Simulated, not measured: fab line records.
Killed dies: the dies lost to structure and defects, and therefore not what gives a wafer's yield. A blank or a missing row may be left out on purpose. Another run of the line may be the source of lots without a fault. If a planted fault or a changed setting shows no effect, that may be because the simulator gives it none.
fab line records ; flow nand_harc
record: lots: 6; wafers: 18; last_day: 33
route steps=1302 shown P_GATE@127 END@1302
lots untouched by any fault: they come from a run of this same line in which no faults occurred
start_h: start of the lot's first displayed wafer, in hours after the record's first day ; wait_h: hours since the lot's step before ; " identical to the entry in the row above ; L1.1+2: several wafers, shown together as one row ; - no value present, or no start provided ; * or withheld: withheld ; < > ~ a bound
route shown NAME@n: NAME is a module with steps in the file, n the number in the route of the first one ; usual: average and standard deviation across the fault-free wafers ; same: alike in all rows ; chamber/n: place in a boat ; sites: the reading at each site ; _std_site: the standard deviation of these ; _edge_site: outer sites' mean less inner sites' ; radius_mm: how far each site lies from the wafer's centre ; mask NAME#n: copy n ; behind: the most recent tool/chamber to have shaped the wafer ; hold: what put the lot on hold/how long, in hours/how the hold closed ; device: which transistor (n, p or np) failed to switch ; end of line: the tests these same wafers got at the end of their route ; step lacking rows: just its recipe ; killed: not the wafer's yield, but the dies lost to structure and defects at the first sort ; map: shows each die of a wafer: x if killed, . if not, _ if none is there
set.NAME: the setting the step ran with; set.NAME@STEP: the setting that earlier step ran with ; model.NAME: the simulator's own value behind a step, which no gauge read
a table for each step, a row for each wafer; lots at some steps of the route
services: when a tool's chamber went out of use (start_h, in hours from the record's first day, below 0 if earlier), for how many hours, and the reason
== steps ==
step: NHARC_P_GATE_PRECLEAN_71
recipe: time_s: *; temp_c: 50; bath_age_min: 0; chemistry: SC1
step: NHARC_P_GATE_SRD_72
step: NHARC_P_GATE_OXIDE_16
recipe: target_thk_a: 30; temp_c: 875; ox_time_s: 392; material: SiO2
step: NHARC_P_GATE_CVD_17
recipe: target_thk_a: 1500; temp_c: 620; time_s: 900; material: poly-Si
step: NHARC_P_GATE_HM_DEP_102
recipe: target_thk_a: 1200; temp_c: 400; material: aC
usual: throttle_valve_pct: 35.000/0.0088
lot.wafer;tool;chamber;start_h;wait_h;throttle_valve_pct
L132.1;acl_dep-01;0;128.02;2.9;35.010
L132.2;acl_dep-01;0;128.02;2.9;34.998
L132.6;acl_dep-01;0;128.02;2.9;34.996
L138.1;acl_dep-01;0;186.36;3.2;34.995
L138.2;acl_dep-01;0;186.36;3.2;35.005
L138.6;acl_dep-01;0;186.36;3.2;34.998
L147.2;acl_dep-03;0;281.98;4.2;35.012
L147.3;acl_dep-03;0;281.98;4.2;34.998
L147.4;acl_dep-03;0;281.98;4.2;34.995
L149.3;acl_dep-02;0;296.13;0.9;35.007
L149.4;acl_dep-02;0;296.13;0.9;34.999
L149.6;acl_dep-02;0;296.13;0.9;35.003
L150.3;acl_dep-01;0;308.98;3.1;35.011
L150.4;acl_dep-01;0;308.98;3.1;34.988
L150.6;acl_dep-01;0;308.98;3.1;34.998
L151.1;acl_dep-01;0;318.10;2.9;34.992
L151.2;acl_dep-01;0;318.10;2.9;35.006
L151.4;acl_dep-01;0;318.10;2.9;35.013
step: NHARC_P_GATE_DEP_103
recipe: target_thk_a: 300; target_thk_nm: 30; temp_c: 400; flow_sccm: 200; rf_w: 350; material: SiON
usual: heater_power_w: 770/92
lot.wafer;tool;chamber;start_h;wait_h;heater_power_w
L132.2;pecvd-04;0;128.68;0.5;789
L132.1;pecvd-04;2;128.68;0.5;943
L132.6;pecvd-04;1;128.68;0.5;605
L138.1;pecvd-01;0;187.13;0.7;735
L138.2;pecvd-01;1;187.13;0.7;633
L138.6;pecvd-01;1;187.13;0.7;630
L147.2;pecvd-01;1;282.54;0.4;681
L147.3;pecvd-01;2;282.54;0.4;755
L147.4;pecvd-01;0;282.54;0.4;779
L149.3;pecvd-01;2;296.64;0.4;785
L149.6;pecvd-01;0;296.64;0.4;803
L149.4;pecvd-01;2;296.64;0.4;783
L150.3;pecvd-01;0;309.46;0.4;801
L150.4;pecvd-01;0;309.46;0.4;791
L150.6;pecvd-01;1;309.46;0.4;678
L151.1;pecvd-02;1;318.77;0.6;896
L151.2;pecvd-02;0;318.77;0.6;779
L151.4;pecvd-02;0;318.77;0.6;769
step: NHARC_P_GATE_DEHYDRATE_18
recipe: temp_c: 150; time_s: 120
step: NHARC_P_GATE_HMDS_19
recipe: time_s: 30
step: NHARC_P_GATE_COAT_20
recipe: spin_rpm: 1500; resist_thk_nm: 90
step: NHARC_P_GATE_SOFTBAKE_21
recipe: temp_c: 105; time_s: 55
step: NHARC_P_GATE_EBR_22
step: NHARC_P_GATE_EXPOSE_23
recipe: na: 1.35; target_cd_nm: 120; dose_mj: 93.91; mask_id: P_GATE
step: NHARC_P_GATE_PEB_24
recipe: peb_temp_c: 100; peb_time_s: 65
lot.wafer;tool;chamber;start_h;wait_h
L132.1+2+6;litho_track-04;0;129.18;0.1
L138.1+2+6;litho_track-06;0;187.61;0.1
L147.2+3+4;litho_track-06;0;283.01;0.1
L149.3+4+6;litho_track-06;0;297.18;0.0
L150.3+4+6;litho_track-04;0;310.04;0.1
L151.1+2+4;litho_track-01;0;319.37;0.1
step: NHARC_P_GATE_DEVELOP_25
recipe: develop_time_s: 35; dev_temp_c: 23
step: NHARC_P_GATE_CD_MEAS_26
recipe: target_cd_nm: 120; landing_energy_ev: 500
usual: cd_nm: 120.1/0.46
lot.wafer;tool;chamber;start_h;wait_h;cd_nm
L132.1;cd_sem-01;0;129.26;-;119.5
L132.2;cd_sem-01;0;129.26;-;119.3
L132.6;cd_sem-01;0;129.26;-;119.4
L138.1;cd_sem-03;0;187.69;-;119.6
L138.2;cd_sem-03;0;187.69;-;120.1
L138.6;cd_sem-03;0;187.69;-;120.4
L147.2;cd_sem-03;0;283.09;-;116.2
L147.3;cd_sem-03;0;283.09;-;116.3
L147.4;cd_sem-03;0;283.09;-;116.4
L149.3;cd_sem-01;0;297.26;-;116.4
L149.4;cd_sem-01;0;297.26;-;115.6
L149.6;cd_sem-01;0;297.26;-;114.9
L150.3;cd_sem-02;0;310.12;-;120.4
L150.4;cd_sem-02;0;310.12;-;120.9
L150.6;cd_sem-02;0;310.12;-;120.4
L151.1;cd_sem-01;0;319.45;-;119.7
L151.2;cd_sem-01;0;319.45;-;119.9
L151.4;cd_sem-01;0;319.45;-;119.7
step: NHARC_P_GATE_OVL_MEAS_27
usual: overlay_x_nm: 0.0/0.93; overlay_y_nm: 0.1/0.82
lot.wafer;tool;chamber;start_h;wait_h;overlay_x_nm;overlay_y_nm
L132.1;overlay-01;-;129.35;-;0.2;0.8
L132.2;overlay-01;-;129.35;-;0.4;0.4
L132.6;overlay-01;-;129.35;-;-0.2;0.5
L138.1;overlay-02;-;187.78;-;-0.6;0.3
L138.2;overlay-02;-;187.78;-;-0.9;0.4
L138.6;overlay-02;-;187.78;-;-0.4;0.3
L147.2;overlay-01;-;283.18;-;1.7;-0.1
L147.3;overlay-01;-;283.18;-;1.4;-0.1
L147.4;overlay-01;-;283.18;-;1.1;-0.1
L149.3;overlay-01;-;297.35;-;1.8;0.5
L149.4;overlay-01;-;297.35;-;1.3;0.5
L149.6;overlay-01;-;297.35;-;0.8;0.5
L150.3;overlay-02;-;310.21;-;-1.9;0.6
L150.4;overlay-02;-;310.21;-;-1.5;0.8
L150.6;overlay-02;-;310.21;-;-1.8;0.9
L151.1;overlay-02;-;319.54;-;-0.4;-0.9
L151.2;overlay-02;-;319.54;-;0.1;-0.7
L151.4;overlay-02;-;319.54;-;-0.5;-0.7
step: NHARC_P_GATE_INSPECT_28
usual: raw_defect_count: 6.0/2.7
lot.wafer;tool;chamber;start_h;wait_h;raw_defect_count
L132.1;defect_inspect-01;-;129.39;0.0;9
L132.2;defect_inspect-01;-;129.39;0.0;5
L132.6;defect_inspect-01;-;129.39;0.0;5
L138.1;defect_inspect-01;-;187.82;0.0;1
L138.2;defect_inspect-01;-;187.82;0.0;5
L138.6;defect_inspect-01;-;187.82;0.0;4
L147.2;defect_inspect-01;-;283.21;0.0;5
L147.3;defect_inspect-01;-;283.21;0.0;3
L147.4;defect_inspect-01;-;283.21;0.0;5
L149.3;defect_inspect-01;-;297.38;0.0;11
L149.4;defect_inspect-01;-;297.38;0.0;3
L149.6;defect_inspect-01;-;297.38;0.0;9
L150.3;defect_inspect-01;-;310.24;0.0;7
L150.4;defect_inspect-01;-;310.24;0.0;2
L150.6;defect_inspect-01;-;310.24;0.0;7
L151.1;defect_inspect-02;-;319.57;0.0;3
L151.2;defect_inspect-02;-;319.57;0.0;6
L151.4;defect_inspect-02;-;319.57;0.0;12
step: NHARC_P_GATE_DESCUM_31
recipe: time_s: 3; o2_flow_sccm: 200; ar_flow_sccm: 0; bias_power_w: 0; chemistry: O2
usual: drypump_motor_current_A: 5.4/0.45; o2_flow_sccm: 200.0/0.66; oes_product_au: 0.997/0.01; rf_vpp_V: 57.7/0.95; showerhead_plenum_p_Torr: 1.90/0.094; throttle_valve_pct: 11.310/0.0088
lot.wafer;tool;chamber;start_h;wait_h;drypump_motor_current_A;o2_flow_sccm;oes_product_au;rf_hours_counter_h;rf_vpp_V;showerhead_plenum_p_Torr;throttle_valve_pct;model.P_GATE.cd_nm
L132.1;rie_diel-13;3;129.46;0.1;5.5;199.7;0.991;7.0;58.4;2.03;11.321;119.4
L132.2;rie_diel-13;1;129.46;0.1;4.8;199.7;0.998;7.8;56.7;1.79;11.319;119.4
L132.6;rie_diel-13;3;129.46;0.1;5.5;200.0;0.987;-;58.2;2.03;11.309;118.9
L138.2;rie_diel-13;3;187.89;0.1;5.5;199.1;0.979;1.2;59.2;2.03;11.331;120
L138.1;rie_diel-13;0;187.89;0.1;5.7;199.8;1.010;1.0;56.6;1.89;11.301;120.2
L138.6;rie_diel-13;0;187.89;0.1;5.7;200.8;0.997;-;57.0;1.89;11.314;121.4
L147.3;rie_diel-13;0;283.28;0.1;5.8;199.4;1.011;4.9;58.1;1.88;11.321;116.6
L147.2;rie_diel-13;1;283.28;0.1;4.7;198.4;0.985;5.6;58.1;1.79;11.306;116.4
L147.4;rie_diel-13;2;283.28;0.1;4.9;200.0;0.998;2.6;58.8;1.95;11.303;116.8
L149.3;rie_diel-03;0;297.45;0.1;5.1;199.4;0.991;10.2;58.3;2.02;11.312;117
L149.4;rie_diel-03;1;297.45;0.1;5.1;200.0;0.992;9.4;55.5;1.87;11.314;115.4
L149.6;rie_diel-03;0;297.45;0.1;5.1;199.6;0.989;-;58.8;2.02;11.316;115.4
L150.4;rie_diel-13;3;310.37;0.1;5.5;198.4;0.982;7.0;58.5;2.03;11.322;120.6
L150.3;rie_diel-13;1;310.37;0.1;4.7;199.5;0.990;8.2;56.6;1.79;11.325;120.2
L150.6;rie_diel-13;3;310.37;0.1;5.5;199.0;0.984;-;58.9;2.03;11.292;119.9
L151.1;rie_diel-06;1;319.63;0.1;5.5;199.0;0.985;0.1;57.6;1.78;11.303;119.8
L151.4;rie_diel-06;3;319.63;0.1;6.5;198.8;0.991;0.1;57.4;1.79;11.309;118.9
L151.2;rie_diel-06;0;319.63;0.1;5.6;200.3;0.990;0.1;59.6;1.96;11.312;120.3
step: NHARC_P_GATE_ETCH_104
recipe: target_depth_a: 600; time_s: withheld; cf4_flow_sccm: 100; chf3_flow_sccm: 30; ar_flow_sccm: 0; rf_w: 500; bias_w: 200; chemistry: CF4/CHF3
usual: drypump_motor_current_A: 5.4/0.47; oes_product_au: 0.946/0.02; rf_vpp_V: 370.1/2.6; showerhead_plenum_p_Torr: 1.56/0.072; throttle_valve_pct: 16.803/0.009
lot.wafer;tool;chamber;start_h;wait_h;drypump_motor_current_A;oes_product_au;rf_vpp_V;showerhead_plenum_p_Torr;throttle_valve_pct
L132.2;rie_diel-13;3;129.54;0.1;5.5;0.951;374.5;1.67;16.805
L132.1;rie_diel-13;0;129.54;0.1;5.8;0.986;369.2;1.55;16.799
L132.6;rie_diel-13;2;129.54;0.1;4.9;0.966;372.0;1.61;16.790
L138.1;rie_diel-13;0;187.98;0.1;5.7;0.966;370.4;1.55;16.792
L138.2;rie_diel-13;3;187.98;0.1;5.5;0.948;374.2;1.67;16.792
L138.6;rie_diel-13;0;187.98;0.1;5.8;0.972;370.1;1.55;16.819
L147.4;rie_diel-13;1;283.36;0.1;4.8;0.958;367.9;1.48;16.808
L147.2;rie_diel-13;2;283.36;0.1;4.9;0.976;372.7;1.61;16.822
L147.3;rie_diel-13;3;283.36;0.1;5.5;0.940;374.1;1.66;16.800
L149.3;rie_diel-03;3;297.53;0.1;4.9;0.954;371.4;1.60;16.801
L149.4;rie_diel-03;2;297.53;0.1;5.2;0.969;373.4;1.67;16.810
L149.6;rie_diel-03;0;297.53;0.1;5.1;0.956;372.4;1.66;16.811
L150.4;rie_diel-13;3;310.46;0.1;5.5;0.952;373.8;1.66;16.811
L150.3;rie_diel-13;0;310.46;0.1;5.7;0.967;369.3;1.55;16.813
L150.6;rie_diel-13;0;310.46;0.1;5.7;0.949;369.4;1.55;16.803
L151.2;rie_diel-06;0;319.72;0.1;5.6;0.978;371.9;1.61;16.787
L151.1;rie_diel-06;2;319.72;0.1;5.2;0.949;370.7;1.51;16.802
L151.4;rie_diel-06;3;319.72;0.1;6.5;0.972;367.1;1.48;16.793
step: NHARC_P_GATE_HM_OPEN_105
recipe: target_depth_a: 3600; o2_flow_sccm: 400; cos_flow_sccm: 20; ar_flow_sccm: 0; rf_w: 500; bias_w: 300; chemistry: O2/COS
step: NHARC_P_GATE_STRIP_106
recipe: o2_flow_sccm: 400; cos_flow_sccm: 20; ar_flow_sccm: 0; bias_w: 0; chemistry: O2/COS
step: NHARC_P_GATE_ETCH_114
recipe: target_depth_a: 300; overetch_a: 30; time_s: 16.5; ion_energy_ev: 100; cf4_flow_sccm: 80; o2_flow_sccm: 20; ar_flow_sccm: 0; rf_w: 300; bias_w: 100; chemistry: CF4/O2
usual: drypump_motor_current_A: 5.4/0.47; o2_flow_sccm: 20.00/0.054; oes_product_au: 0.999/0.0098; rf_vpp_V: 197.6/1.5; showerhead_plenum_p_Torr: 1.32/0.063; throttle_valve_pct: 13.397/0.0093
lot.wafer;tool;chamber;start_h;wait_h;drypump_motor_current_A;o2_flow_sccm;oes_product_au;rf_hours_counter_h;rf_vpp_V;showerhead_plenum_p_Torr;throttle_valve_pct
L132.1;rie_diel-13;2;-;-;4.9;19.94;1.013;6.1;199.4;1.36;13.399
L132.2;rie_diel-13;3;-;-;5.5;19.97;0.993;7.1;198.1;1.42;13.416
L132.6;rie_diel-13;0;-;-;5.7;20.09;1.012;-;197.8;1.32;13.403
L138.1;rie_diel-13;1;-;-;4.7;19.96;0.996;1.3;196.2;1.25;13.407
L138.2;rie_diel-13;0;-;-;5.7;19.99;1.008;1.0;198.7;1.32;13.390
L138.6;rie_diel-13;0;-;-;5.7;20.05;1.012;-;197.0;1.32;13.404
L147.3;rie_diel-13;0;-;-;5.7;20.04;1.004;5.0;196.5;1.32;13.407
L147.2;rie_diel-13;1;-;-;4.7;19.96;0.989;5.6;197.6;1.25;13.399
L147.4;rie_diel-13;2;-;-;4.9;20.04;0.992;2.6;198.2;1.36;13.387
L149.4;rie_diel-03;0;-;-;5.1;20.01;1.000;10.2;201.2;1.41;13.410
L149.3;rie_diel-03;2;-;-;5.1;19.94;1.007;8.7;199.8;1.42;13.401
L149.6;rie_diel-03;0;-;-;5.1;19.95;1.000;-;200.3;1.41;13.395
L150.4;rie_diel-13;3;-;-;5.5;20.01;0.989;7.1;199.0;1.41;13.405
L150.3;rie_diel-13;0;-;-;5.8;20.00;0.992;7.5;197.5;1.31;13.389
L150.6;rie_diel-13;3;-;-;5.5;20.02;0.984;-;198.6;1.41;13.412
L151.1;rie_diel-06;1;-;-;5.6;19.93;0.991;0.1;196.5;1.24;13.395
L151.2;rie_diel-06;2;-;-;5.3;19.99;0.989;0.1;197.0;1.28;13.379
L151.4;rie_diel-06;3;-;-;6.5;19.96;0.995;0.1;197.9;1.25;13.389
step: NHARC_P_GATE_ETCH_32
recipe: target_depth_a: 1500; over_etch_frac: 1; over_etch_ion_energy_ev: 40; time_s: 100.1; hbr_flow_sccm: 150; cl2_flow_sccm: 50; rf_w: 400; icp_w: 400; bias_w: 100; chemistry: HBr/Cl2
usual: drypump_motor_current_A: 5.9/0.39; oes_product_au: 1.001/0.009; throttle_valve_pct: 26.407/0.0081
lot.wafer;tool;chamber;start_h;wait_h;drypump_motor_current_A;oes_product_au;rf_hours_counter_h;throttle_valve_pct;model.P_GATE.cd_nm
L132.1;rie_si-03;2;129.91;-;6.0;0.977;0.53;26.410;119.4
L132.2;rie_si-03;3;129.91;-;6.4;0.995;0.44;26.402;118.3
L132.6;rie_si-03;2;129.91;-;6.0;0.980;-;26.414;117.9
L138.2;rie_si-06;1;188.40;-;5.4;1.021;0.63;26.399;120.1
L138.1;rie_si-06;0;188.40;-;5.4;0.993;0.61;26.400;120.4
L138.6;rie_si-06;1;188.40;-;5.4;1.014;-;26.417;118.3
L147.2;rie_si-06;1;283.73;-;5.4;1.000;0.15;26.397;114.9
L147.4;rie_si-06;2;283.73;-;6.1;1.010;0.15;26.408;118.9
L147.3;rie_si-06;3;283.73;-;5.7;0.998;0.15;26.394;118.6
L149.4;rie_si-02;3;297.90;-;6.2;0.992;0.06;26.396;118.8
L149.3;rie_si-02;1;297.90;-;5.9;1.008;0.07;26.408;116.3
L149.6;rie_si-02;0;297.90;-;6.0;1.002;-;26.422;113.3
L150.3;rie_si-06;3;310.84;-;5.7;0.991;0.23;26.401;117.5
L150.4;rie_si-06;2;310.84;-;6.1;1.000;0.28;26.412;117.2
L150.6;rie_si-06;3;310.84;-;5.7;0.993;-;26.408;118.6
L151.1;rie_si-02;0;320.09;-;5.9;1.014;0.22;26.412;120
L151.4;rie_si-02;1;320.09;-;5.9;1.021;0.21;26.403;118.4
L151.2;rie_si-02;3;320.09;-;6.3;1.007;0.19;26.412;125.1
step: NHARC_P_GATE_STRIP_108
recipe: o2_flow_sccm: 500; ar_flow_sccm: 0; bias_w: 0; chemistry: O2
usual: drypump_motor_current_A: 5.4/0.45; o2_flow_sccm: 500.0/1.4; oes_product_au: 0.997/0.0086; rf_vpp_V: 57.7/0.86; showerhead_plenum_p_Torr: 3.51/0.16; throttle_valve_pct: 17.037/0.0096
lot.wafer;tool;chamber;start_h;wait_h;drypump_motor_current_A;o2_flow_sccm;oes_product_au;rf_hours_counter_h;rf_vpp_V;showerhead_plenum_p_Torr;throttle_valve_pct
L132.2;rie_diel-13;1;130.08;-;4.7;500.6;1.005;7.8;56.0;3.32;17.041
L132.1;rie_diel-13;3;130.08;-;5.5;500.4;0.982;7.1;58.5;3.73;17.058
L132.6;rie_diel-13;1;130.08;-;4.7;500.0;1.002;-;57.4;3.32;17.034
L138.2;rie_diel-06;3;188.59;-;6.6;500.8;1.019;4.5;57.7;3.31;17.021
L138.1;rie_diel-06;0;188.59;-;5.6;501.4;1.002;3.9;59.2;3.61;17.035
L138.6;rie_diel-06;1;188.59;-;5.6;498.7;1.011;-;56.8;3.30;17.042
L147.3;rie_diel-03;1;283.91;-;5.1;500.8;0.988;9.1;59.0;3.45;17.047
L147.2;rie_diel-03;3;283.91;-;5.0;500.3;0.998;8.0;57.7;3.58;17.023
L147.4;rie_diel-03;3;283.91;-;5.0;500.1;0.998;-;57.5;3.58;17.030
L149.4;rie_diel-13;0;298.06;-;5.7;499.1;0.999;5.1;58.4;3.48;17.012
L149.3;rie_diel-13;3;298.06;-;5.5;502.2;0.980;5.0;57.3;3.73;17.034
L149.6;rie_diel-13;0;298.06;-;5.8;498.8;1.005;-;57.1;3.48;17.049
L150.4;rie_diel-13;0;311.01;-;5.7;501.1;1.007;7.5;56.5;3.48;17.049
L150.3;rie_diel-13;1;311.01;-;4.7;499.9;0.993;8.3;57.7;3.32;17.045
L150.6;rie_diel-13;3;311.01;-;5.5;500.5;0.991;-;57.7;3.73;17.050
L151.4;rie_diel-13;3;320.27;-;5.6;499.5;0.991;7.7;58.6;3.73;17.050
L151.2;rie_diel-13;0;320.27;-;5.7;503.8;0.999;8.3;57.3;3.48;17.043
L151.1;rie_diel-13;1;320.27;-;4.7;499.1;0.988;9.0;59.3;3.32;17.024
step: NHARC_END_SORT_01
recipe: temp_c: 25
usual: killed_at_array: 53/19; killed_at_other: 0.8/1.2; killed_at_periphery: 3.7/2.3; killed_dies: 57/19; killed_open: 3.2/1.7; killed_short: 2.6/1.8
same: gross_dies: 677
lot.wafer;tool;chamber;start_h;wait_h;killed_at_array;killed_at_other;killed_at_periphery;killed_dies;killed_open;killed_short
L138.1;prober-01;0;662.17;2.5;35;0;2;37;4;3
L138.2;prober-01;0;662.98;2.8;60;2;4;66;2;3
L138.6;prober-01;0;666.22;4.1;64;0;5;69;5;4
L147.2;prober-01;0;762.36;2.8;60;0;6;66;5;8
L147.3;prober-01;0;763.15;3.1;52;0;1;53;0;5
L147.4;prober-01;0;763.95;3.4;63;1;3;67;1;2
L149.3;prober-01;0;780.77;3.1;55;1;5;61;2;2
L149.4;prober-01;0;781.55;3.3;55;0;3;58;3;2
L149.6;prober-01;0;783.11;3.9;51;2;3;56;4;2
L151.1;prober-01;0;786.93;2.5;48;0;7;55;6;4
L151.2;prober-01;0;787.72;2.8;49;0;5;54;4;4
L151.4;prober-01;0;789.31;3.4;51;0;5;56;2;3
killed by level:class
L138.1 A_CHANNEL_HOLE_D1:chamber_film_flake=14 A_CHANNEL_HOLE_D2:chamber_film_flake=9 P_BONDPAD:chamber_film_flake=2 A_CONTACT:chamber_film_flake=2 A_STAIRCASE:chamber_film_flake=2 A_SOURCE_PLATE:geometric_particle:open=1 A_CHANNEL_FILL_D1:geometric_particle:open=1 A_CHANNEL_FILL_D1:geometric_particle:short=1
L138.2 A_CHANNEL_HOLE_D1:chamber_film_flake=38 A_CHANNEL_HOLE_D2:chamber_film_flake=12 A_CONTACT:chamber_film_flake=4 P_GATE:chamber_film_flake=2 THIN_TSV:chamber_film_flake=2 P_M0:geometric_particle:open=1 A_CHANNEL_FILL_D2:geometric_particle:short=1 A_WL_FILL:geometric_particle:short=1
L138.6 A_CHANNEL_HOLE_D1:chamber_film_flake=35 A_CHANNEL_HOLE_D2:chamber_film_flake=17 P_BONDPAD:chamber_film_flake=3 A_CHANNEL_HOLE_D2:geometric_particle:short=2 A_CHANNEL_FILL_D2:geometric_particle:open=2 A_CONTACT:geometric_particle:open=2 A_DECK1_JOINT:chamber_film_flake=2 P_M0:geometric_particle:open=1
L147.2 A_CHANNEL_HOLE_D2:chamber_film_flake=25 A_CHANNEL_HOLE_D1:chamber_film_flake=16 A_ONON_D1:geometric_particle:short=4 A_ONON_D2:geometric_particle:short=2 A_M0:geometric_particle:open=2 P_M2:chamber_film_flake=2 A_SLIT:chamber_film_flake=2 A_STAIRCASE:chamber_film_flake=2
L147.3 A_CHANNEL_HOLE_D2:chamber_film_flake=20 A_CHANNEL_HOLE_D1:chamber_film_flake=17 A_STAIRCASE:chamber_film_flake=3 A_CONTACT:chamber_film_flake=3 A_M0:geometric_particle:short=2 A_M1:geometric_particle:short=2 A_SLIT:chamber_film_flake=2 A_ONON_D1:geometric_particle:short=1
L147.4 A_CHANNEL_HOLE_D1:chamber_film_flake=31 A_CHANNEL_HOLE_D2:chamber_film_flake=20 A_SLIT:chamber_film_flake=5 A_STAIRCASE:chamber_film_flake=4 P_M2:chamber_film_flake=2 P_M0:geometric_particle:open=1 A_CHANNEL_FILL_D2:geometric_particle:short=1 STARTING-WAFER:geometric_particle:short=1
L149.3 A_SLIT:chamber_film_flake=31 A_CHANNEL_HOLE_D2:chamber_film_flake=8 A_CHANNEL_HOLE_D1:chamber_film_flake=5 A_CONTACT:chamber_film_flake=4 A_STAIRCASE:chamber_film_flake=3 P_GATE:chamber_film_flake=2 P_CONTACT:geometric_particle:short=1 P_M0:geometric_particle:short=1
L149.4 A_SLIT:chamber_film_flake=23 A_CONTACT:chamber_film_flake=9 A_CHANNEL_HOLE_D1:chamber_film_flake=7 A_CHANNEL_HOLE_D2:chamber_film_flake=6 A_SGD_CUT:chamber_film_flake=4 A_BLC:geometric_particle:open=2 P_GATE:chamber_film_flake=2 P_M0:geometric_particle:short=1
L149.6 A_SLIT:chamber_film_flake=24 A_CHANNEL_HOLE_D1:chamber_film_flake=6 A_CONTACT:chamber_film_flake=6 A_CHANNEL_HOLE_D2:chamber_film_flake=5 A_WL_FILL:chamber_film_flake=4 A_WL_FILL:geometric_particle:open=2 P_GATE:chamber_film_flake=2 THIN_TSV:chamber_film_flake=2
L151.1 A_SLIT:chamber_film_flake=24 A_CHANNEL_HOLE_D1:chamber_film_flake=7 A_CONTACT:chamber_film_flake=6 P_GATE:chamber_film_flake=3 P_CONTACT:geometric_particle:open=2 A_CHANNEL_HOLE_D2:chamber_film_flake=2 P_CONTACT:geometric_particle:short=1 A_SOURCE_PLATE:geometric_particle:open=1
L151.2 A_SLIT:chamber_film_flake=31 A_CHANNEL_HOLE_D1:chamber_film_flake=9 P_GATE:chamber_film_flake=3 A_WL_FILL:geometric_particle:short=2 P_CONTACT:geometric_particle:open=1 A_DECK1_JOINT:geometric_particle:open=1 A_DECK1_JOINT:geometric_particle:short=1 A_ONON_D2:geometric_particle:short=1
L151.4 A_SLIT:chamber_film_flake=33 A_CHANNEL_HOLE_D1:chamber_film_flake=10 A_CONTACT:chamber_film_flake=4 P_GATE:chamber_film_flake=3 P_CONTACT:geometric_particle:short=1 A_ONON_D1:geometric_particle:open=1 A_ONON_D1:geometric_particle:short=1 A_WL_FILL:geometric_particle:open=1
== services ==
tool;chamber;start_h;hours;kind
rie_si-06;-;109.76;0.2;repair
rie_diel-03;-;126.35;9.0;pm
pecvd-01;-;130.18;13.0;pm
rie_diel-06;-;130.20;9.0;pm
rie_diel-03;3;153.56;9.8;repair
rie_diel-06;0;158.18;2.5;repair
rie_diel-13;-;165.00;9.0;pm
rie_diel-06;2;173.26;16.1;repair
rie_diel-13;0;175.52;3.4;repair
litho_track-06;-;179.00;7.0;pm
rie_diel-06;0;181.63;3.9;repair
pecvd-01;2;188.56;3.1;repair
acl_dep-01;-;188.82;13.0;pm
rie_diel-03;3;201.22;13.0;repair
rie_diel-06;3;213.73;5.2;repair
rie_diel-13;2;225.09;21.4;repair
rie_si-06;-;249.00;9.0;pm
pecvd-01;-;264.88;0.4;repair
rie_diel-03;2;273.95;14.5;repair
pecvd-01;-;290.31;1.3;repair
rie_diel-03;-;303.35;9.0;pm
rie_si-06;3;305.20;3.2;repair
rie_diel-06;-;307.20;9.0;pm
pecvd-01;-;311.18;13.0;pm
== key ==
first_sign: step: NHARC_P_GATE_CD_MEAS_26; reading: cd_nm; direction: down; sigmas: 8.8; usual: 120.1; struck: 116.0
effect none on later readings
model_effect: step: NHARC_P_GATE_DESCUM_31; value: P_GATE.cd_nm; without: 120.2; struck: 116.3
model_effect: step: NHARC_P_GATE_ETCH_32; value: P_GATE.cd_nm; without: 120.7; struck: 116.8
met_at NHARC_P_GATE_PEB_24
struck_wafers L147.2,L147.3,L147.4,L149.3,L149.4,L149.6
tester_left_out L147,L149
onset_between 187.61 283.01
fault: kind: process_parameter_drift; tool: litho_track-06; chamber: -; onset_h: 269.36; steps: NHARC_P_GATE_PEB_24; channel: peb_time_s; offset: *; shape: step; end_h: 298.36; acts_in: *; stated: *
tester_left_out: of these lots the tester's yield and bins aren't shown, on N5 and GAA mostly nor the transistor test; their killed dies are dies lost to structure and defects alone, not to doping, threshold or leakage, so they don't give the yield
